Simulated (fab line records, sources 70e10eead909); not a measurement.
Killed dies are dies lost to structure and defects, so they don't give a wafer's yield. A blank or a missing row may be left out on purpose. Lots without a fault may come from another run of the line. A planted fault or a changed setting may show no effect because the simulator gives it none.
fab line records | flow nand_harc
record lots=13 wafers=38 last_day=33
route steps=1302 shown A_ONON_D2@554 A_CHANNEL_HOLE_D2@588 END@1302
lots that met no fault: from a run of the same line without faults
start_h: hours from the record's first day to the start of the lot's first wafer shown | wait_h: hours since the lot's step before | " the same as in the row above | L1.1+2: a row that stands for several wafers | - no value, or no start given | * or withheld: withheld | < > ~ a bound
route shown NAME@n: a module of which the file shows steps, and the number in the route of the first | usual: mean/standard deviation of fault-free wafers | same: alike in all rows | chamber/n: place in a boat | sites: the reading at each site | _std_site: their standard deviation | _edge_site: outer sites' mean less inner sites' | radius_mm: how far each site lies from the wafer's centre | mask NAME#n: copy n | behind: the tool/chamber that last shaped the wafer | hold: why the lot was held/for how many hours/how that ended | device: the transistor (n, p or np) that didn't switch | end of line: the same wafers' tests at the end of the route | a step without rows: its recipe alone | killed: dies lost to structure and defects at the first sort, not the wafer's yield | map: a wafer's dies, x killed, . not, _ none there
set.NAME: the setting as run; set.NAME@STEP: as run at that earlier step | model.NAME: the simulator's own value behind a step, which no gauge read
steps of the route over a sample of lots; a table a step, a row a wafer
services: from which hour (start_h, from the record's first day; less than 0 if before it) a tool's chamber was out of use, for how many hours, and why
## steps
# step NHARC_A_ONON_D2_THK_MEAS_14
# recipe thk_meas_gauge=ellipsometry
# usual thk_nm=1001/7.6
# columns lot.wafer tool chamber start_h wait_h thk_nm
L700.1 film_metro-01 - 285.47 - 995
L700.2 " - " " 993
L700.5 " - " " 995
L701.2 film_metro-02 - 285.48 - 1004
L701.5 " - " " 1003
L701.6 " - " " 1004
L702.1 film_metro-02 - 306.84 - 1007
L702.4 " - " " 1009
L702.5 " - " " 1009
L704.4 film_metro-01 - 332.83 - 1004
L704.5 " - " " 1004
L704.6 " - " " 1005
L706.3 film_metro-01 - 355.92 - 991
L706.5 " - " " 990
L713.4 film_metro-02 - 420.82 - 997
L713.5 " - " " 999
L713.6 " - " " 996
L714.1 film_metro-01 - 431.84 - 996
L714.2 " - " " 997
L714.4 " - " " 998
L715.3 film_metro-01 - 438.57 - 1008
L715.4 " - " " 1009
L715.5 " - " " 1009
L718.1 film_metro-02 - 476.89 - 996
L718.4 " - " " 995
L718.5 " - " " 994
L719.3 film_metro-01 - 476.89 - 1001
L719.5 " - " " 1002
L719.6 " - " " 1003
L720.2 film_metro-01 - 492.54 - 1002
L720.4 " - " " 1003
L720.6 " - " " 1003
L722.1 film_metro-01 - 508.20 - 1002
L722.2 " - " " 1003
L722.6 " - " " 1002
L721.1 film_metro-02 - 508.23 - 995
L721.2 " - " " 996
L721.5 " - " " 994
# step NHARC_A_ONON_D2_THK_MEAS_34
# recipe thk_meas_gauge=ellipsometry
# usual thk_nm=200.3/2.9
# columns lot.wafer tool chamber start_h wait_h thk_nm
L701.2 film_metro-01 - 295.91 - 197.2
L701.5 " - " " 205.2
L701.6 " - " " 202.6
L700.1 film_metro-02 - 295.93 - 204.1
L700.2 " - " " 202.3
L700.5 " - " " 203.3
L702.1 film_metro-02 - 317.35 - 199.5
L702.4 " - " " 201.2
L702.5 " - " " 206.9
L704.4 film_metro-02 - 342.84 - 197.9
L704.5 " - " " 199.6
L704.6 " - " " 205.6
L706.3 film_metro-01 - 367.62 - 193.6
L706.5 " - " " 199.2
L713.4 film_metro-02 - 432.15 - 200.8
L713.5 " - " " 202.5
L713.6 " - " " 200.5
L714.1 film_metro-02 - 442.34 - 200.4
L714.2 " - " " 200.6
L714.4 " - " " 201.8
L715.3 film_metro-01 - 448.72 - 197.1
L715.4 " - " " 199.6
L715.5 " - " " 200.2
L719.3 film_metro-01 - 487.28 - 197.0
L719.5 " - " " 199.2
L719.6 " - " " 198.8
L718.1 film_metro-02 - 487.33 - 197.5
L718.4 " - " " 206.3
L718.5 " - " " 203.5
L720.2 film_metro-02 - 506.20 - 200.7
L720.4 " - " " 203.4
L720.6 " - " " 200.8
L722.1 film_metro-01 - 518.49 - 200.2
L722.2 " - " " 200.6
L722.6 " - " " 201.1
L721.1 film_metro-02 - 518.50 - 196.7
L721.2 " - " " 195.4
L721.5 " - " " 198.7
# step NHARC_A_CHANNEL_HOLE_D2_ETCH_34
# recipe target_depth_a=1540 time_s=77 cf4_flow_sccm=100 chf3_flow_sccm=30 ar_flow_sccm=0 rf_w=500 bias_w=200 chemistry=CF4/CHF3
# usual drypump_motor_current_A=5.6/0.37 oes_product_au=0.959/0.017 rf_vpp_V=370.4/2.2 showerhead_plenum_p_Torr=1.57/0.063 throttle_valve_pct=16.804/0.0079
# columns lot.wafer tool chamber start_h wait_h drypump_motor_current_A oes_product_au rf_hours_counter_h rf_vpp_V showerhead_plenum_p_Torr throttle_valve_pct
L701.2 rie_diel-12 1 299.84 - 6.2 0.963 0.5 370.5 1.56 16.815
L701.6 " 3 " " 5.9 0.974 - 368.1 1.51 16.812
L701.5 " 0 " " 5.5 0.986 - 373.7 1.65 16.807
L700.2 rie_diel-12 3 302.16 - 5.9 0.928 1.4 367.8 1.51 16.804
L700.1 " 0 " " 5.5 0.936 1.3 373.0 1.65 16.803
L700.5 " 2 " " 5.1 0.934 - 368.8 1.50 16.807
L702.1 rie_diel-05 0 320.70 - 5.2 0.952 5.6 373.6 1.67 16.809
L702.4 " 2 " " 5.6 0.941 4.8 367.8 1.52 16.811
L702.5 " 0 " " 5.2 0.955 - 373.7 1.67 16.815
L704.4 rie_diel-12 2 346.86 - 5.1 0.964 3.7 369.1 1.50 16.797
L704.6 " 3 " " 5.9 0.871 - 367.9 1.51 16.805
L704.5 " 0 " " 5.5 0.872 - 374.3 1.65 16.805
L706.3 rie_diel-12 3 371.15 - 5.9 0.980 5.2 367.0 1.51 16.784
L706.5 " 3 " " 5.9 0.883 - 369.7 1.51 16.812
L713.4 rie_diel-12 1 439.12 - 6.2 0.966 8.6 368.4 1.55 16.796
L713.5 " 0 " " 5.5 0.977 - 371.1 1.65 16.794
L713.6 " 1 " " 6.3 0.961 - 370.6 1.55 16.803
L714.2 rie_diel-05 2 446.18 - 5.6 0.964 2.5 369.2 1.52 16.787
L714.1 " 1 " " 5.5 0.946 3.0 372.2 1.63 16.806
L714.4 " 2 " " 5.6 0.959 - 368.6 1.52 16.799
L715.3 rie_diel-05 1 452.18 - 5.4 0.950 4.1 373.2 1.63 16.819
L715.4 " 2 " " 5.6 0.959 - 368.4 1.52 16.794
L715.5 " 3 " " 6.2 0.951 - 371.3 1.62 16.803
L719.3 rie_diel-12 3 493.41 - 5.9 0.973 2.2 366.8 1.50 16.819
L719.6 " 3 " " 5.9 0.971 - 368.4 1.50 16.803
L719.5 " 0 " " 5.5 0.972 - 373.8 1.65 16.793
L718.1 rie_diel-05 3 493.92 - 6.2 0.932 5.4 373.4 1.62 16.818
L718.4 " 0 " " 5.3 0.951 6.9 374.4 1.67 16.804
L718.5 " 2 " " 5.6 0.945 - 367.6 1.52 16.798
L720.2 rie_diel-12 3 511.75 - 5.9 0.964 3.6 368.2 1.50 16.791
L720.4 " 0 " " 5.5 0.972 2.8 372.7 1.65 16.802
L720.6 " 1 " " 6.2 0.942 - 368.8 1.55 16.806
L722.1 rie_diel-12 1 521.74 - 6.3 0.970 5.0 370.0 1.55 16.808
L722.2 " 3 " " 5.9 0.963 4.7 368.8 1.50 16.795
L722.6 " 2 " " 5.1 0.987 - 367.8 1.50 16.796
L721.1 rie_diel-05 0 521.94 - 5.2 0.960 8.2 373.5 1.67 16.794
L721.2 " 1 " " 5.4 0.960 8.8 372.4 1.63 16.801
L721.5 " 3 " " 6.2 0.967 - 372.0 1.62 16.796
# step NHARC_A_CHANNEL_HOLE_D2_CD_MEAS_18
# usual cd_nm=99.7/2.9
# columns lot.wafer tool chamber start_h wait_h cd_nm
L701.2 cd_sem-02 - 300.51 - 97.2
L701.5 " - " " 104.2
L701.6 " - " " 97.8
L700.1 cd_sem-01 - 302.82 - 99.5
L700.2 " - " " 101.5
L700.5 " - " " 104.8
L702.1 cd_sem-02 - 321.37 - 96.1
L702.4 " - " " 99.2
L702.5 " - " " 99.6
L704.4 cd_sem-01 - 347.52 - 100.4
L704.5 " - " " 98.5
L704.6 " - " " 98.1
L706.3 cd_sem-03 - 371.82 - 97.5
L706.5 " - " " 101.4
L713.4 cd_sem-02 - 439.80 - 103.4
L713.5 " - " " 105.7
L713.6 " - " " 103.0
L714.1 cd_sem-01 - 447.24 - 103.0
L714.2 " - " " 95.4
L714.4 " - " " 97.0
L715.3 cd_sem-03 - 453.00 - 103.3
L715.4 " - " " 99.5
L715.5 " - " " 100.3
L719.3 cd_sem-03 - 494.09 - 100.2
L719.5 " - " " 96.3
L719.6 " - " " 98.1
L718.1 cd_sem-01 - 494.59 - 98.5
L718.4 " - " " 101.7
L718.5 " - " " 103.9
L720.2 cd_sem-01 - 512.42 - 96.6
L720.4 " - " " 100.9
L720.6 " - " " 91.2
L722.1 cd_sem-01 - 522.41 - 96.3
L722.2 " - " " 103.5
L722.6 " - " " 98.0
L721.1 cd_sem-03 - 522.61 - 101.4
L721.2 " - " " 101.1
L721.5 " - " " 99.9
# step NHARC_END_SORT_01
# recipe temp_c=25
# usual killed_at_array=57/20 killed_at_other=1.0/1.5 killed_at_periphery=3.5/2.5 killed_dies=62/21 killed_open=3.5/1.9 killed_short=2.4/1.6
# same gross_dies=677
# columns lot.wafer tool chamber start_h wait_h killed_at_array killed_at_other killed_at_periphery killed_dies killed_open killed_short
L704.4 prober-02 0 628.98 3.4 71 1 6 78 2 1
L704.5 prober-02 0 629.76 3.7 671 0 3 674 3 3
L704.6 prober-02 0 630.55 3.9 667 1 7 675 3 2
L706.3 prober-02 0 643.81 3.1 58 1 3 62 4 3
L706.5 prober-02 0 645.42 3.7 664 0 3 667 8 3
# killed by level:class
L704.4 A_CHANNEL_HOLE_D2:chamber_film_flake=33 A_SLIT:chamber_film_flake=29 P_ZERO_WELL:chamber_film_flake=3 A_CONTACT:chamber_film_flake=3 P_GATE:chamber_film_flake=2 A_CHANNEL_HOLE_D1:chamber_film_flake=2 A_SOURCE_PLATE:geometric_particle:open=1 A_SOURCE_PLATE:geometric_particle:short=1
L704.5 A_CHANNEL_HOLE_D2:area_etch=610 A_SLIT:chamber_film_flake=26 A_CHANNEL_HOLE_D2:chamber_film_flake=25 P_CONTACT:chamber_film_flake=2 A_CHANNEL_HOLE_D1:chamber_film_flake=2 A_ONON_D1:geometric_particle:open=1 A_CHANNEL_FILL_D1:geometric_particle:open=1 A_CHANNEL_FILL_D1:geometric_particle:short=1
L704.6 A_CHANNEL_HOLE_D2:area_etch=596 A_CHANNEL_HOLE_D2:chamber_film_flake=32 A_SLIT:chamber_film_flake=28 P_STI:chamber_film_flake=3 A_CONTACT:chamber_film_flake=3 A_CHANNEL_HOLE_D1:chamber_film_flake=2 A_DECK1_JOINT:chamber_film_flake=2 P_GATE:geometric_particle:open=1
L706.3 A_CHANNEL_HOLE_D1:chamber_film_flake=28 A_CHANNEL_HOLE_D2:chamber_film_flake=20 A_CONTACT:chamber_film_flake=3 P_CONTACT:geometric_particle:open=2 P_STI:geometric_particle:short=1 A_ONON_D1:geometric_particle:short=1 A_BLC:geometric_particle:open=1 A_BLC:geometric_particle:short=1
L706.5 A_CHANNEL_HOLE_D2:area_etch=611 A_CHANNEL_HOLE_D1:chamber_film_flake=29 A_CHANNEL_HOLE_D2:chamber_film_flake=9 A_DECK1_JOINT:geometric_particle:open=2 A_ONON_D2:geometric_particle:open=2 P_STI:chamber_film_flake=2 A_STAIRCASE:chamber_film_flake=2 P_CONTACT:geometric_particle:open=1
## services
# columns tool chamber start_h hours kind
rie_diel-12 0 277.40 - clean
rie_diel-12 1 277.40 - clean
rie_diel-12 2 277.40 - clean
rie_diel-12 3 277.40 - clean
rie_diel-12 1 287.32 1.9 repair
rie_diel-05 0 288.36 4.4 repair
rie_diel-12 0 301.90 - clean
rie_diel-12 1 301.90 - clean
rie_diel-12 2 301.90 - clean
rie_diel-12 3 301.90 - clean
rie_diel-12 0 326.40 - clean
rie_diel-12 1 326.40 - clean
rie_diel-12 2 326.40 - clean
rie_diel-12 3 326.40 - clean
rie_diel-05 0 349.70 15.0 repair
rie_diel-12 0 350.90 - clean
rie_diel-12 1 350.90 - clean
rie_diel-12 2 350.90 - clean
rie_diel-05 3 377.54 7.5 repair
rie_diel-12 3 393.75 4.5 repair
rie_diel-05 - 406.71 9.0 pm
rie_diel-05 3 437.11 14.2 repair
rie_diel-12 - 445.40 9.0 pm
rie_diel-12 0 457.73 8.2 repair
## key
first_sign step=NHARC_A_CHANNEL_HOLE_D2_ETCH_34 reading=oes_product_au direction=down sigmas=4.9 usual=0.959 struck=0.875
effect step=NHARC_END_SORT_01 reading=killed_at_array direction=up sigmas=30 usual=57 struck=667
more_kills_born_at NHARC_A_CHANNEL_HOLE_D2_ETCH_34@rie_diel-12=1817
met_at NHARC_A_CHANNEL_HOLE_D2_ETCH_34
struck_lots L704,L706
struck_wafers L704.5,L704.6,L706.5
later_rows_left_out L704.5,L704.6,L706.5
tester_left_out L704,L706
not_acting_at NHARC_A_ONON_D2_THK_MEAS_14,NHARC_A_ONON_D2_THK_MEAS_34,NHARC_A_CHANNEL_HOLE_D2_CD_MEAS_18
onset_between 302.16 346.86
fault kind=process_parameter_drift tool=rie_diel-12 chamber=- onset_h=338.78 steps=NHARC_A_CHANNEL_HOLE_D2_ETCH_34 channel=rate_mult offset=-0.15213 shape=step end_h=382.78 scope=struck_wafers_only
# tester_left_out: of these lots the tester's yield and bins aren't shown, on N5 and GAA mostly nor the transistor test; their killed dies are dies lost to structure and defects alone, not to doping, threshold or leakage, so they don't give the yield
# later_rows_left_out: the simulator's readings of these wafers behind a module that went badly wrong aren't trusted and aren't shown, but for the sort
